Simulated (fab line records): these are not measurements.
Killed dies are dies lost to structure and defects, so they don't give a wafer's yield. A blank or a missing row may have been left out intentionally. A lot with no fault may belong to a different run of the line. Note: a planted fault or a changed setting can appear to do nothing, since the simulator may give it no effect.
Chamber matching || flow n5_finfet || cmp-01 running N5_BEOL_M14_CMP_49: 4 sister chambers
The step polishes, stops on SiO2, t overpolish 5.2 s, target thk 560 nm. 8 wafers are shown with their chamber, then 8 later ones without.

== WAFERS, EACH WITH ITS CHAMBER ==
{"wafer": "L078.6", "chamber": 0, "motor_current_A (A)": 7.8, "time_to_endpoint_s (s)": 112}
{"wafer": "L082.1", "chamber": 0, "motor_current_A (A)": 8.5, "time_to_endpoint_s (s)": 119}
{"wafer": "L082.6", "chamber": 1, "motor_current_A (A)": 9.1, "time_to_endpoint_s (s)": 130}
{"wafer": "L086.5", "chamber": 3, "motor_current_A (A)": 7.8, "time_to_endpoint_s (s)": 139}
{"wafer": "L090.2", "chamber": 2, "motor_current_A (A)": 6.8, "time_to_endpoint_s (s)": 129}
{"wafer": "L090.5", "chamber": 3, "motor_current_A (A)": 8.1, "time_to_endpoint_s (s)": 130}
{"wafer": "L090.6", "chamber": 2, "motor_current_A (A)": 7.2, "time_to_endpoint_s (s)": 124}
{"wafer": "L092.2", "chamber": 1, "motor_current_A (A)": 9.5, "time_to_endpoint_s (s)": 127}

== WAFERS WITH NO CHAMBER GIVEN ==
{"wafer": "L092.3", "motor_current_A (A)": 8.0, "time_to_endpoint_s (s)": 113}
{"wafer": "L092.5", "motor_current_A (A)": 7.7, "time_to_endpoint_s (s)": 130}
{"wafer": "L094.1", "motor_current_A (A)": 7.8, "time_to_endpoint_s (s)": 131}
{"wafer": "L094.3", "motor_current_A (A)": 9.3, "time_to_endpoint_s (s)": 125}
{"wafer": "L094.5", "motor_current_A (A)": 7.9, "time_to_endpoint_s (s)": 127}
{"wafer": "L093.3", "motor_current_A (A)": 8.4, "time_to_endpoint_s (s)": 116}
{"wafer": "L093.5", "motor_current_A (A)": 8.4, "time_to_endpoint_s (s)": 113}
{"wafer": "L093.6", "motor_current_A (A)": 7.8, "time_to_endpoint_s (s)": 126}

== CHAMBER TAKEN BY EACH ==
{"wafer": "L092.3", "from the rows above": 0, "in truth": 0}
{"wafer": "L092.5", "from the rows above": "can't be placed: 3 or 2", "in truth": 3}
{"wafer": "L094.1", "from the rows above": "can't be placed: 3 or 2", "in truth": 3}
{"wafer": "L094.3", "from the rows above": 1, "in truth": 1}
{"wafer": "L094.5", "from the rows above": "can't be placed: 3 or 0 or 2", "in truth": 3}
{"wafer": "L093.3", "from the rows above": 0, "in truth": 0}
{"wafer": "L093.5", "from the rows above": 0, "in truth": 0}
{"wafer": "L093.6", "from the rows above": "can't be placed: 3 or 2 or 0", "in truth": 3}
4 of 8 placed correctly. These rows do not allow placing 4 (true chamber among the candidates in 4). Number placed wrongly: 0.
How it was worked out, from the rows above alone: a wafer's distance from a chamber is the root of the sum, over the readings, of the square of ((its reading less the chamber's mean) divided by the reading's scatter). If the next closest chamber is less than 2 further off than the closest, the wafer can't be placed; otherwise it belongs to the closest. Each chamber's mean is taken over the wafers shown for it. The scatter is the square root of a quotient: the sum, over the shown wafers, of each reading's squared deviation from its chamber's mean, divided by wafers minus chambers.
